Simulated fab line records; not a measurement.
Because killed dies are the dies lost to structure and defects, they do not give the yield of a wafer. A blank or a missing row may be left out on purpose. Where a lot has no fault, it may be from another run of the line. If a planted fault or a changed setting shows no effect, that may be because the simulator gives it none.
Which of the tools did it? | flow n5 finfet | 24 lots with 72 wafers sampled at 3 steps, on a route of 1938 steps

## WHAT THE GAUGES SHOWED, per wafer
N5_BEOL_M13_THK_MEAS_50: measures by xrf.
lot  | measured     | on            | M13_THK (nm)
L074 | day 11 14:14 | film metro-01 | 420 419 424
L075 | day 11 23:52 | film metro-02 | 406 419 413
L076 | day 12 00:41 | film metro-01 | 422 420 425
L078 | day 12 11:07 | film metro-01 | 425 418 420
L077 | day 12 12:03 | film metro-01 | 422 428 432
L080 | day 13 03:51 | film metro-02 | 406 414 412
L079 | day 13 07:56 | film metro-02 | 417 409 415
L081 | day 13 07:57 | film metro-01 | 421 416 411
L083 | day 13 23:43 | film metro-02 | 401 419 416
L082 | day 14 00:43 | film metro-01 | 417 412 416
L086 | day 14 07:04 | film metro-02 | 421 421 408
L084 | day 14 07:22 | film metro-01 | 418 416 433
L085 | day 14 16:47 | film metro-01 | 422 419 420
L089 | day 15 12:44 | film metro-02 | 407 407 409
L088 | day 15 13:01 | film metro-01 | 425 410 409
L087 | day 15 23:24 | film metro-02 | 403 407 403
L090 | day 16 02:29 | film metro-01 | 404 405 406
L091 | day 16 09:23 | film metro-02 | 406 405 428
L093 | day 16 23:05 | film metro-01 | 432 421 419
L092 | day 17 02:38 | film metro-01 | 427 402 411
L095 | day 17 16:45 | film metro-01 | 427 419 427
L094 | day 17 16:46 | film metro-02 | 429 412 422
L097 | day 17 23:25 | film metro-02 | 415 419 417
L096 | day 17 23:35 | film metro-01 | 412 438 425

N5_BEOL_M13_INSPECT_55: inspects for defects (darkfield).
lot  | measured     | on                | raw defect count
L074 | day 11 14:23 | defect inspect-01 | 128 103 64
L075 | day 12 00:01 | defect inspect-02 | 47 79 58
L076 | day 12 00:50 | defect inspect-01 | 52 95 39
L078 | day 12 11:16 | defect inspect-02 | 56 87 71
L077 | day 12 12:13 | defect inspect-01 | 85 74 134
L080 | day 13 04:01 | defect inspect-01 | 81 61 47
L079 | day 13 08:08 | defect inspect-01 | 55 34 56
L081 | day 13 08:07 | defect inspect-01 | 65 60 98
L083 | day 13 23:52 | defect inspect-01 | 72 75 96
L082 | day 14 00:52 | defect inspect-01 | 109 142 101
L086 | day 14 07:14 | defect inspect-02 | 35 81 78
L084 | day 14 07:31 | defect inspect-01 | 52 56 62
L085 | day 14 16:57 | defect inspect-02 | 86 80 58
L089 | day 15 12:55 | defect inspect-01 | 42 69 84
L088 | day 15 13:10 | defect inspect-01 | 73 50 82
L087 | day 15 23:33 | defect inspect-02 | 33 60 58
L090 | day 16 02:38 | defect inspect-01 | 97 55 73
L091 | day 16 09:32 | defect inspect-02 | 77 55 87
L093 | day 16 23:15 | defect inspect-02 | 76 81 90
L092 | day 17 02:47 | defect inspect-01 | 75 101 68
L095 | day 17 16:56 | defect inspect-01 | 69 62 32
L094 | day 17 16:56 | defect inspect-02 | 109 87 86
L097 | day 17 23:35 | defect inspect-02 | 44 73 48
L096 | day 17 23:46 | defect inspect-02 | 59 73 70

N5_BEOL_M14_CD_MEAS_10 targets a cd of 250 nm.
lot  | measured     | on        | cd nm (nm)
L074 | day 11 14:55 | cd sem-01 | 250.1 251.1 250.5
L075 | day 12 00:40 | cd sem-03 | 248.1 249.1 248.0
L076 | day 12 01:22 | cd sem-03 | 249.6 248.6 246.9
L078 | day 12 11:56 | cd sem-03 | 252.2 250.4 253.5
L077 | day 12 12:44 | cd sem-03 | 251.6 249.1 253.2
L080 | day 13 04:44 | cd sem-01 | 253.1 253.9 249.7
L079 | day 13 08:57 | cd sem-03 | 250.2 249.3 249.9
L081 | day 13 08:46 | cd sem-03 | 244.9 247.9 250.6
L083 | day 14 00:24 | cd sem-03 | 253.1 251.5 250.0
L082 | day 14 01:25 | cd sem-02 | 248.3 246.3 243.1
L086 | day 14 07:53 | cd sem-03 | 249.7 251.0 252.1
L084 | day 14 08:03 | cd sem-01 | 252.5 245.0 248.9
L085 | day 14 17:37 | cd sem-01 | 249.3 250.9 248.3
L089 | day 15 13:34 | cd sem-02 | 252.7 248.0 248.4
L088 | day 15 13:49 | cd sem-01 | 242.6 244.6 246.9
L087 | day 16 00:13 | cd sem-01 | 249.3 250.1 248.1
L090 | day 16 03:18 | cd sem-02 | 250.2 244.4 243.6
L091 | day 16 10:05 | cd sem-03 | 250.8 250.8 248.2
L093 | day 16 23:55 | cd sem-02 | 248.5 251.7 246.1
L092 | day 17 03:27 | cd sem-02 | 247.7 249.2 248.3
L095 | day 17 17:46 | cd sem-01 | 249.9 251.0 252.1
L094 | day 17 17:35 | cd sem-03 | 251.6 250.3 254.3
L097 | day 18 00:20 | cd sem-03 | 253.7 254.6 252.7
L096 | day 18 00:23 | cd sem-02 | 250.9 249.5 250.2

## WHICH TOOL RAN EACH LOT (tool, then ch and the chambers of the sampled wafers, then the start)
The record holds no process step before these readings.

## AS READ BY THE TOOLS THEMSELVES (means over the sampled wafers that have a number; for cases with no such wafer, the mark the record gives instead)
The record holds no such reading with a usual standard deviation.

## THE ANSWER, worked out from the rows above alone
Rule: the usual values come from the lots themselves. The widest of any qualifying gaps counts: lots, ordered by their means at a reading, are off when they make up no more than a third of the lots, leave a main group of 4 or more, and stand apart from it by 3 or more times the standard deviation of that group's means. A main group is skipped when, at the precision printed for the reading in the tables above, its means are all equal. A lot without any number at a reading at which 4 lots or more have one is off too. Where the step has rows for the other lots, those lots are counted as sound. The gauges are gone through in route order, then the tools' own readings, and for those a lot's mean is taken as printed above. At the first step where some lot is off, the reading lying furthest off is the one used; lots without a number count as furthest.
No lot is off on any of the readings shown, so nothing can be concluded from this.

## WHAT THE SIMULATOR HAD PUT IN
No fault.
